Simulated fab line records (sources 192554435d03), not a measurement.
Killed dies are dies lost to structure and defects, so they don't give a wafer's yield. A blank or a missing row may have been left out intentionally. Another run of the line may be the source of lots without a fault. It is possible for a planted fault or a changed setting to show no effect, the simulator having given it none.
A struck lot beside a sound one -- flow n5Finfet -- 19 out of 1938 route steps
Sound: wafers L878.1, L878.4, L878.5. Wafers struck: L893.1, L893.3, L893.6. Last of all comes the cause.
For every step that has rows: the tool of each side, followed by ch and its chambers, followed by its first start. Under that, the readings that differ: sound wafers -- struck wafers -- difference of the means -- sigmas: that difference in standard deviations of wafers without a fault.
alike: same words and numbers on both sides, and readings whose means sit less than 2 such deviations apart. not compared: any withheld reading, any reading some wafer has no value for, any bound like >300 that may hide the same value, and any number with overlapping values for which the record gives no deviation.
A row with sigmas, a row that says differs or no value, or rows on one side alone: a step with any of these is where the two part. Non-overlapping numbers with no deviation appear without sigmas and do not part them. Lack of a reading on every wafer of one side parts them only where that side has two or more wafers.

N5_BEOL_M13_CMP_49: polishes, stops on SiOC, t overpolish 17.1 s, target thk 420 nm.
  sound on cmp-02 ch 0,1, day 11 12:59; struck on cmp-02 ch 0,1,3, day 15 17:31
  alike: barrierFieldEndpointS, edgeZonePressureFrac, motorCurrentA, overpolishRunS
  not compared: padLifeWafers
N5_BEOL_M13_THK_MEAS_50: measures by xrf.
  sound: filmMetro-01 at day 11 13:16; struck: filmMetro-02 at day 15 17:46
reading,sound,struck,difference,sigmas
M13_THK (nm),415 419 420,439 446 440,+24,+3
then, 1 step without rows for these wafers: N5_BEOL_M13_PRE_CLEAN_52 (time 15 s).
N5_BEOL_M13_DEP_53: deposits SiCN from 3MS/NH3, target thk 50 nm, time 17.8 s.
  sound on pecvd-01 ch 0,2, day 11 13:21; struck on pecvd-02 ch 0,1,2, day 15 17:50
  alike: chamberPressureTorr, showerheadPlenumPTorr, throttleValvePct
N5_BEOL_M13_RS_MEAS_54: measurement is done with a four-point probe.
  sound: filmMetro-01 at day 11 13:26; struck: filmMetro-01 at day 15 17:54
reading,sound,struck,difference,sigmas
M13_RS (ohm/sq),0.0461 0.0458 0.0455,0.0438 0.0431 0.0437,-0.0023,-3
N5_BEOL_M13_INSPECT_55: inspects for defects (darkfield).
  sound: defectInspect-01 at day 11 13:28; struck: defectInspect-01 at day 15 17:56
  alike: rawDefectCount
N5_BEOL_M14_ILD_DEP_00: deposits SiO2 from TEOS/O2, target thk 1119.3 nm, time 237.4 s.
  sound on pecvd-03 ch 1,2, day 11 13:29; struck on pecvd-03 ch 1,2, day 15 17:58
  alike: chamberPressureTorr, heaterPowerW, showerheadPlenumPTorr, throttleValvePct
N5_BEOL_M14_THK_MEAS_01:
  sound: filmMetro-02 at day 11 13:41; struck: filmMetro-02 at day 15 18:09
  alike: M14_ILD_THK
then, 4 steps without rows for these wafers: N5_BEOL_M14_COAT_58 (time 60 s, resist thk 89 nm); N5_BEOL_M14_COAT_04 (resist thk 800 nm); N5_BEOL_M14_EBR_06; N5_BEOL_M14_SOFTBAKE_05 (time 60 s).
N5_BEOL_M14_EXPOSE_07: exposes mask V13.
  sound on krfScanner-02 ch 0, day 11 13:56; struck on krfScanner-02 ch 0, day 15 18:17
reading,sound,struck,difference,sigmas
model.BEOL_M14.overlayXNm (nm),-0.4 -0.4 -0.4,46.4 46.4 46.4,+46.8,
  alike: mask
then, 3 steps without rows for these wafers: N5_BEOL_M14_PEB_08 (peb time 90 s); N5_BEOL_M14_DEVELOP_09 (develop time 45 s); N5_BEOL_M14_HARDBAKE_14 (time 120 s).
N5_BEOL_M14_CD_MEAS_10 targets a cd of 250 nm.
  sound on cdSem-03 ch 0, day 11 14:07; struck on cdSem-02 ch 0, day 15 18:28
  alike: cdNm
N5_BEOL_M14_OVL_MEAS_11:
  sound on overlay-02 ch 0, day 11 14:09; struck on overlay-02 ch 0, day 15 18:29
reading,sound,struck,difference,sigmas
V13_OVL (nm),-4 -3 -1,46 40 48,+47,+9
N5_BEOL_M14_INSPECT_12: inspects for defects (macro).
  sound: defectInspect-01 at day 11 14:10; struck: defectInspect-01 at day 15 18:31
  alike: rawDefectCount

== WHERE THEY PART ==
First at N5_BEOL_M13_THK_MEAS_50; last, within this record, at N5_BEOL_M14_OVL_MEAS_11. Later steps at which nothing parts them and some readings are alike: N5_BEOL_M14_INSPECT_12.

WHY: what had been put in by the simulator
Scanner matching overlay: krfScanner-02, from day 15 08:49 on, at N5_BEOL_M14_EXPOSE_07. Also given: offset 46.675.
